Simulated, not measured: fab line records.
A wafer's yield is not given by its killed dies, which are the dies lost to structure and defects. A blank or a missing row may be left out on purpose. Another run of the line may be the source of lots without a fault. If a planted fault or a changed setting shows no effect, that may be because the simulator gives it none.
Which of the tools did it? / flow n5Finfet / Sampling: 9 lots, 24 wafers, 5 of 1938 route steps

## WHAT EACH GAUGE READ, for each wafer
N5_BEOL_M4_RC_MEAS_101. Usual: DIBL_N 35.9 mV/V, standard deviation 1.6; DIBL_P 35.6 mV/V, standard deviation 2.1; IOFF_N 0.149 nA/um, standard deviation 0.029; IOFF_P 0.20 nA/um, standard deviation 0.033; ION_N 671 uA/um, standard deviation 11; ION_P 460 uA/um, standard deviation 7.3; SS_N 71.4 mV/dec, standard deviation 0.62; SS_P 73.2 mV/dec, standard deviation 0.65; VT_N 251 mV, standard deviation 3.1; VT_P -251 mV, standard deviation 3.4.
lot=L329; measured=day 7 22:20; on=prober-01; DIBL_N (mV/V)=36.1 36.0 34.9; DIBL_P (mV/V)=35.7 36.3 33.9; IOFF_N (nA/um)=0.154 0.150 0.130; IOFF_P (nA/um)=0.20 0.22 0.18; ION_N (uA/um)=668 666 672; ION_P (uA/um)=459 460 459; SS_N (mV/dec)=71.1 71.1 70.7; SS_P (mV/dec)=73.1 73.1 73.0; VT_N (mV)=253 252 253; VT_P (mV)=-249 -248 -252; flag=
lot=L332; measured=day 9 00:58; on=prober-02; DIBL_N (mV/V)=34.9 32.3 33.7; DIBL_P (mV/V)=35.5 33.0 34.1; IOFF_N (nA/um)=0.133 0.114 0.122; IOFF_P (nA/um)=0.19 0.16 0.18; ION_N (uA/um)=665 669 667; ION_P (uA/um)=451 456 464; SS_N (mV/dec)=71.9 70.5 70.7; SS_P (mV/dec)=72.9 73.0 72.4; VT_N (mV)=252 254 252; VT_P (mV)=-251 -253 -254; flag=
lot=L333; measured=day 9 07:43; on=prober-02; DIBL_N (mV/V)=35.4 34.4 36.6; DIBL_P (mV/V)=33.4 31.4 34.7; IOFF_N (nA/um)=0.133 0.114 0.152; IOFF_P (nA/um)=0.18 0.15 0.19; ION_N (uA/um)=668 664 677; ION_P (uA/um)=459 456 459; SS_N (mV/dec)=70.8 71.0 71.3; SS_P (mV/dec)=72.8 72.5 73.8; VT_N (mV)=251 254 250; VT_P (mV)=-251 -254 -251; flag=
lot=L335; measured=day 9 13:25; on=prober-02; DIBL_N (mV/V)=38.3 35.9 35.0; DIBL_P (mV/V)=37.6 34.8 33.7; IOFF_N (nA/um)=0.182 0.149 0.126; IOFF_P (nA/um)=0.26 0.22 0.19; ION_N (uA/um)=680 675 663; ION_P (uA/um)=468 471 461; SS_N (mV/dec)=72.3 71.2 70.9; SS_P (mV/dec)=73.0 72.7 72.9; VT_N (mV)=247 250 252; VT_P (mV)=-248 -245 -251; flag=
lot=L337; measured=day 10 06:55; on=prober-01; DIBL_N (mV/V)=32.7 35.6; DIBL_P (mV/V)=32.2 35.6; IOFF_N (nA/um)=0.106 0.159; IOFF_P (nA/um)=0.16 0.21; ION_N (uA/um)=651 677; ION_P (uA/um)=456 472; SS_N (mV/dec)=70.9 70.7; SS_P (mV/dec)=72.7 73.2; VT_N (mV)=256 247; VT_P (mV)=-254 -247; flag=
lot=L343; measured=day 11 17:20; on=prober-01; DIBL_N (mV/V)=37.1 37.1; DIBL_P (mV/V)=35.7 36.3; IOFF_N (nA/um)=0.152 0.158; IOFF_P (nA/um)=0.18 0.19; ION_N (uA/um)=673 670; ION_P (uA/um)=462 464; SS_N (mV/dec)=71.7 72.0; SS_P (mV/dec)=73.0 73.3; VT_N (mV)=252 250; VT_P (mV)=-253 -253; flag=
lot=L344; measured=day 11 18:13; on=prober-02; DIBL_N (mV/V)=37.8 35.8; DIBL_P (mV/V)=36.3 34.2; IOFF_N (nA/um)=0.148 0.125; IOFF_P (nA/um)=0.20 0.17; ION_N (uA/um)=673 663; ION_P (uA/um)=454 459; SS_N (mV/dec)=71.1 71.1; SS_P (mV/dec)=73.7 73.1; VT_N (mV)=251 254; VT_P (mV)=-251 -252; flag=
lot=L346; measured=day 12 13:02; on=prober-02; DIBL_N (mV/V)=35.2 36.1 35.1; DIBL_P (mV/V)=34.7 35.8 34.6; IOFF_N (nA/um)=0.118 0.131 0.127; IOFF_P (nA/um)=0.16 0.18 0.16; ION_N (uA/um)=661 667 680; ION_P (uA/um)=454 457 464; SS_N (mV/dec)=71.2 71.2 70.7; SS_P (mV/dec)=73.4 73.6 73.3; VT_N (mV)=254 255 251; VT_P (mV)=-257 -252 -255; flag=
lot=L351; measured=day 13 15:45; on=prober-02; DIBL_N (mV/V)=34.6 34.9 35.7; DIBL_P (mV/V)=34.7 33.6 34.8; IOFF_N (nA/um)=0.133 0.135 0.154; IOFF_P (nA/um)=0.19 0.16 0.19; ION_N (uA/um)=665 679 681; ION_P (uA/um)=458 461 459; SS_N (mV/dec)=71.8 71.3 71.5; SS_P (mV/dec)=72.8 72.4 73.6; VT_N (mV)=251 252 250; VT_P (mV)=-251 -253 -249; flag=

## WHICH TOOL RAN EACH LOT (tool, then ch and the chambers of the sampled wafers, then the start)
lot=L329; N5_BEOL_M1_STRIP_66=rieDiel-03 ch 0,3, day 6 07:22; N5_BEOL_M1_ETCH_77=rieDiel-03 ch 0,1,3, day 6 08:08; N5_BEOL_M1_ALD_98=aldSin-02 ch 0,3, day 6 08:14; N5_BEOL_M1_ETCHBACK_99=rieDiel-03 ch 0,1,2, day 6 11:40
lot=L332; N5_BEOL_M1_STRIP_66=rieDiel-04 ch 1,2, day 7 09:50; N5_BEOL_M1_ETCH_77=rieDiel-04 ch 0,2, day 7 11:05; N5_BEOL_M1_ALD_98=aldSin-03 ch 0,2, day 7 11:11; N5_BEOL_M1_ETCHBACK_99=rieDiel-01 ch 1,2,3, day 7 11:39
lot=L333; N5_BEOL_M1_STRIP_66=rieDiel-04 ch 0,2,3, day 7 13:17; N5_BEOL_M1_ETCH_77=rieDiel-03 ch 0,1,2, day 7 14:08; N5_BEOL_M1_ALD_98=aldSin-01 ch 2,3, day 7 14:40; N5_BEOL_M1_ETCHBACK_99=rieDiel-01 ch 1,2, day 7 17:57
lot=L335; N5_BEOL_M1_STRIP_66=rieDiel-04 ch 0,2,3, day 7 22:27; N5_BEOL_M1_ETCH_77=rieDiel-03 ch 1,2,3, day 7 23:09; N5_BEOL_M1_ALD_98=aldSin-03 ch 0,1, day 7 23:15; N5_BEOL_M1_ETCHBACK_99=rieDiel-04 ch 0,2,3, day 7 23:22
lot=L337; N5_BEOL_M1_STRIP_66=rieDiel-03 ch 2,3, day 8 11:38; N5_BEOL_M1_ETCH_77=rieDiel-03 ch 2,3, day 8 12:27; N5_BEOL_M1_ALD_98=aldSin-01 ch 1,2, day 8 12:33; N5_BEOL_M1_ETCHBACK_99=rieDiel-01 ch 0,3, day 8 13:21
lot=L343; N5_BEOL_M1_STRIP_66=rieDiel-03 ch 0,2, day 9 22:04; N5_BEOL_M1_ETCH_77=rieDiel-01 ch 2,3, day 9 22:52; N5_BEOL_M1_ALD_98=aldSin-03 ch 1,2, day 9 22:58; N5_BEOL_M1_ETCHBACK_99=rieDiel-04 ch 1,3, day 10 01:25
lot=L344; N5_BEOL_M1_STRIP_66=rieDiel-01 ch 1,2, day 10 08:12; N5_BEOL_M1_ETCH_77=rieDiel-01 ch 0,1, day 10 09:03; N5_BEOL_M1_ALD_98=aldSin-03 ch 0,1, day 10 09:11; N5_BEOL_M1_ETCHBACK_99=rieDiel-04 ch 0,3, day 10 09:19
lot=L346; N5_BEOL_M1_STRIP_66=rieDiel-03 ch 0,1,3, day 10 17:47; N5_BEOL_M1_ETCH_77=rieDiel-04 ch 0,2,3, day 10 18:37; N5_BEOL_M1_ALD_98=aldSin-03 ch 0,1,2, day 10 18:43; N5_BEOL_M1_ETCHBACK_99=rieDiel-04 ch 0,1,3, day 10 20:05
lot=L351; N5_BEOL_M1_STRIP_66=rieDiel-04 ch 0,1,2, day 11 17:33; N5_BEOL_M1_ETCH_77=rieDiel-04 ch 0,1,2, day 11 18:29; N5_BEOL_M1_ALD_98=aldSin-02 ch 1,2, day 11 19:14; N5_BEOL_M1_ETCHBACK_99=rieDiel-03 ch 0,3, day 11 19:58
- N5_BEOL_M1_STRIP_66: strips in CF4.
- N5_BEOL_M1_ETCH_77: etches underlayer in N2/H2, target depth 6.5 nm, time 5.2 s.
- N5_BEOL_M1_ALD_98: deposits SiO2, target thk 2.5 nm, pulse time 1 s, co reactant pulse time 1 s.
- N5_BEOL_M1_ETCHBACK_99: etches SiO2 in CHF3, target depth 5 nm, time 10.4 s.

## WHAT THE TOOLS THEMSELVES READ (means of the sampled wafers that have a number; where no wafer has one, the mark that the record gives instead)
N5_BEOL_M1_STRIP_66. Usual: chamberPressureMTorr 50.00 mTorr, standard deviation 0.044; drypumpMotorCurrentA 5.6 A, standard deviation 0.42; oesProductAu 0.74 a.u., standard deviation 0.067; rfVppV 271.1 V, standard deviation 1.4; showerheadPlenumPTorr 1.79 Torr, standard deviation 0.056; throttleValvePct 13.69 %, standard deviation 0.25.
lot=L329; tool=rieDiel-03; chamberPressureMTorr (mTorr)=49.99; drypumpMotorCurrentA (A)=5.5; oesProductAu (a.u.)=0.74; rfVppV (V)=273.1; showerheadPlenumPTorr (Torr)=1.86; throttleValvePct (%)=13.79; flag=
lot=L332; tool=rieDiel-04; chamberPressureMTorr (mTorr)=49.98; drypumpMotorCurrentA (A)=5.8; oesProductAu (a.u.)=0.70; rfVppV (V)=271.8; showerheadPlenumPTorr (Torr)=1.83; throttleValvePct (%)=13.51; flag=
lot=L333; tool=rieDiel-04; chamberPressureMTorr (mTorr)=49.98; drypumpMotorCurrentA (A)=5.4; oesProductAu (a.u.)=0.71; rfVppV (V)=270.8; showerheadPlenumPTorr (Torr)=1.78; throttleValvePct (%)=13.70; flag=
lot=L335; tool=rieDiel-04; chamberPressureMTorr (mTorr)=50.04; drypumpMotorCurrentA (A)=5.4; oesProductAu (a.u.)=0.71; rfVppV (V)=270.8; showerheadPlenumPTorr (Torr)=1.78; throttleValvePct (%)=13.70; flag=
lot=L337; tool=rieDiel-03; chamberPressureMTorr (mTorr)=49.95; drypumpMotorCurrentA (A)=5.3; oesProductAu (a.u.)=0.74; rfVppV (V)=270.6; showerheadPlenumPTorr (Torr)=1.79; throttleValvePct (%)=13.86; flag=
lot=L343; tool=rieDiel-03; chamberPressureMTorr (mTorr)=49.98; drypumpMotorCurrentA (A)=5.5; oesProductAu (a.u.)=0.72; rfVppV (V)=270.4; showerheadPlenumPTorr (Torr)=1.79; throttleValvePct (%)=13.86; flag=
lot=L344; tool=rieDiel-01; chamberPressureMTorr (mTorr)=49.97; drypumpMotorCurrentA (A)=6.2; oesProductAu (a.u.)=0.78; rfVppV (V)=270.4; showerheadPlenumPTorr (Torr)=1.80; throttleValvePct (%)=13.47; flag=
lot=L346; tool=rieDiel-03; chamberPressureMTorr (mTorr)=50.00; drypumpMotorCurrentA (A)=5.6; oesProductAu (a.u.)=0.72; rfVppV (V)=271.3; showerheadPlenumPTorr (Torr)=1.83; throttleValvePct (%)=13.83; flag=
lot=L351; tool=rieDiel-04; chamberPressureMTorr (mTorr)=50.00; drypumpMotorCurrentA (A)=5.5; oesProductAu (a.u.)=0.76; rfVppV (V)=270.4; showerheadPlenumPTorr (Torr)=1.77; throttleValvePct (%)=13.50; flag=

N5_BEOL_M1_ETCH_77. Usual: value, then standard deviation, for each; chamberPressureMTorr 30.00 mTorr / 0.047; drypumpMotorCurrentA 5.7 A / 0.35; etchRfOnTimeS 5.23 s / 0.099; oesProductAu 0.64 a.u. / 0.061; rfVppV 524.0 V / 2.7; showerheadPlenumPTorr 2.54 Torr / 0.085; throttleValvePct 17.96 % / 0.23.
lot=L329; tool=rieDiel-03; chamberPressureMTorr (mTorr)=30.01; drypumpMotorCurrentA (A)=5.5; etchRfOnTimeS (s)=5.16; oesProductAu (a.u.)=0.64; rfVppV (V)=525.7; showerheadPlenumPTorr (Torr)=2.61; throttleValvePct (%)=17.98; flag=
lot=L332; tool=rieDiel-04; chamberPressureMTorr (mTorr)=30.00; drypumpMotorCurrentA (A)=5.0; etchRfOnTimeS (s)=5.19; oesProductAu (a.u.)=0.60; rfVppV (V)=523.7; showerheadPlenumPTorr (Torr)=2.49; throttleValvePct (%)=17.96; flag=
lot=L333; tool=rieDiel-03; chamberPressureMTorr (mTorr)=29.97; drypumpMotorCurrentA (A)=5.6; etchRfOnTimeS (s)=5.27; oesProductAu (a.u.)=0.63; rfVppV (V)=523.9; showerheadPlenumPTorr (Torr)=2.54; throttleValvePct (%)=18.07; flag=
lot=L335; tool=rieDiel-03; chamberPressureMTorr (mTorr)=30.00; drypumpMotorCurrentA (A)=5.5; etchRfOnTimeS (s)=5.22; oesProductAu (a.u.)=0.64; rfVppV (V)=523.6; showerheadPlenumPTorr (Torr)=2.53; throttleValvePct (%)=17.98; flag=
lot=L337; tool=rieDiel-03; chamberPressureMTorr (mTorr)=29.99; drypumpMotorCurrentA (A)=5.3; etchRfOnTimeS (s)=5.19; oesProductAu (a.u.)=0.64; rfVppV (V)=523.2; showerheadPlenumPTorr (Torr)=2.53; throttleValvePct (%)=17.99; flag=
lot=L343; tool=rieDiel-01; chamberPressureMTorr (mTorr)=30.01; drypumpMotorCurrentA (A)=6.0; etchRfOnTimeS (s)=5.33; oesProductAu (a.u.)=0.61; rfVppV (V)=521.5; showerheadPlenumPTorr (Torr)=2.49; throttleValvePct (%)=17.96; flag=
lot=L344; tool=rieDiel-01; chamberPressureMTorr (mTorr)=29.99; drypumpMotorCurrentA (A)=5.7; etchRfOnTimeS (s)=5.06; oesProductAu (a.u.)=0.79; rfVppV (V)=525.0; showerheadPlenumPTorr (Torr)=2.58; throttleValvePct (%)=17.61; flag=
lot=L346; tool=rieDiel-04; chamberPressureMTorr (mTorr)=30.03; drypumpMotorCurrentA (A)=5.5; etchRfOnTimeS (s)=5.18; oesProductAu (a.u.)=0.60; rfVppV (V)=522.5; showerheadPlenumPTorr (Torr)=2.51; throttleValvePct (%)=18.02; flag=
lot=L351; tool=rieDiel-04; chamberPressureMTorr (mTorr)=30.03; drypumpMotorCurrentA (A)=5.5; etchRfOnTimeS (s)=5.22; oesProductAu (a.u.)=0.65; rfVppV (V)=523.0; showerheadPlenumPTorr (Torr)=2.51; throttleValvePct (%)=17.81; flag=

N5_BEOL_M1_ALD_98. Usual: heaterPowerOuterW 38 W, standard deviation 3.9; heaterPowerW 74 W, standard deviation 5.8; precursorPulseHeightRel 0.999, standard deviation 0.018.
lot=L329; tool=aldSin-02; heaterPowerOuterW (W)=40; heaterPowerW (W)=74; precursorPulseHeightRel=1.001; flag=
lot=L332; tool=aldSin-03; heaterPowerOuterW (W)=36; heaterPowerW (W)=69; precursorPulseHeightRel=1.009; flag=
lot=L333; tool=aldSin-01; heaterPowerOuterW (W)=40; heaterPowerW (W)=76; precursorPulseHeightRel=0.981; flag=
lot=L335; tool=aldSin-03; heaterPowerOuterW (W)=37; heaterPowerW (W)=73; precursorPulseHeightRel=1.011; flag=
lot=L337; tool=aldSin-01; heaterPowerOuterW (W)=37; heaterPowerW (W)=74; precursorPulseHeightRel=1.012; flag=
lot=L343; tool=aldSin-03; heaterPowerOuterW (W)=32; heaterPowerW (W)=66; precursorPulseHeightRel=0.998; flag=
lot=L344; tool=aldSin-03; heaterPowerOuterW (W)=36; heaterPowerW (W)=72; precursorPulseHeightRel=1.010; flag=
lot=L346; tool=aldSin-03; heaterPowerOuterW (W)=36; heaterPowerW (W)=69; precursorPulseHeightRel=1.013; flag=
lot=L351; tool=aldSin-02; heaterPowerOuterW (W)=38; heaterPowerW (W)=76; precursorPulseHeightRel=0.995; flag=

N5_BEOL_M1_ETCHBACK_99. Usual: chamberPressureMTorr 29.995 mTorr, standard deviation 0.029; drypumpMotorCurrentA 5.7 A, standard deviation 0.4; oesProductAu 0.75 a.u., standard deviation 0.077; rfVppV 239 V, standard deviation 4.1; showerheadPlenumPTorr 2.15 Torr, standard deviation 0.064; throttleValvePct 17.19 %, standard deviation 0.26.
lot=L329; tool=rieDiel-03; chamberPressureMTorr (mTorr)=30.001; drypumpMotorCurrentA (A)=5.7; oesProductAu (a.u.)=0.75; rfVppV (V)=239; showerheadPlenumPTorr (Torr)=2.16; throttleValvePct (%)=17.32; flag=
lot=L332; tool=rieDiel-01; chamberPressureMTorr (mTorr)=29.987; drypumpMotorCurrentA (A)=6.0; oesProductAu (a.u.)=0.78; rfVppV (V)=239; showerheadPlenumPTorr (Torr)=2.14; throttleValvePct (%)=16.95; flag=
lot=L333; tool=rieDiel-01; chamberPressureMTorr (mTorr)=30.004; drypumpMotorCurrentA (A)=6.2; oesProductAu (a.u.)=0.79; rfVppV (V)=238; showerheadPlenumPTorr (Torr)=2.17; throttleValvePct (%)=17.02; flag=
lot=L335; tool=rieDiel-04; chamberPressureMTorr (mTorr)=29.970; drypumpMotorCurrentA (A)=5.5; oesProductAu (a.u.)=0.71; rfVppV (V)=241; showerheadPlenumPTorr (Torr)=2.14; throttleValvePct (%)=17.19; flag=
lot=L337; tool=rieDiel-01; chamberPressureMTorr (mTorr)=30.006; drypumpMotorCurrentA (A)=5.5; oesProductAu (a.u.)=0.70; rfVppV (V)=237; showerheadPlenumPTorr (Torr)=2.12; throttleValvePct (%)=17.20; flag=
lot=L343; tool=rieDiel-04; chamberPressureMTorr (mTorr)=29.993; drypumpMotorCurrentA (A)=6.0; oesProductAu (a.u.)=0.84; rfVppV (V)=245; showerheadPlenumPTorr (Torr)=2.13; throttleValvePct (%)=17.24; flag=
lot=L344; tool=rieDiel-04; chamberPressureMTorr (mTorr)=30.011; drypumpMotorCurrentA (A)=5.3; oesProductAu (a.u.)=0.69; rfVppV (V)=243; showerheadPlenumPTorr (Torr)=2.08; throttleValvePct (%)=17.44; flag=
lot=L346; tool=rieDiel-04; chamberPressureMTorr (mTorr)=29.999; drypumpMotorCurrentA (A)=5.6; oesProductAu (a.u.)=0.77; rfVppV (V)=244; showerheadPlenumPTorr (Torr)=2.10; throttleValvePct (%)=17.28; flag=
lot=L351; tool=rieDiel-03; chamberPressureMTorr (mTorr)=29.988; drypumpMotorCurrentA (A)=5.5; oesProductAu (a.u.)=0.71; rfVppV (V)=241; showerheadPlenumPTorr (Torr)=2.23; throttleValvePct (%)=17.39; flag=

## THE ANSWER, worked out from the rows above alone
Rule: a lot is off if the mean of its wafers that have a number lies more than 3 standard deviations from the usual mean. A lot without any number at a reading at which 4 lots or more have one is off too. Where the step has rows for the other lots, those lots are counted as sound. After the gauges, taken in route order, come the tools' own readings; for these a lot's mean is taken, as printed above. At the first step where some lot is off, the reading lying furthest off is the one used; lots without a number count as furthest.
None of the lots is off at any reading shown; this tells nothing.

## WHAT HAD BEEN PUT IN BY THE SIMULATOR
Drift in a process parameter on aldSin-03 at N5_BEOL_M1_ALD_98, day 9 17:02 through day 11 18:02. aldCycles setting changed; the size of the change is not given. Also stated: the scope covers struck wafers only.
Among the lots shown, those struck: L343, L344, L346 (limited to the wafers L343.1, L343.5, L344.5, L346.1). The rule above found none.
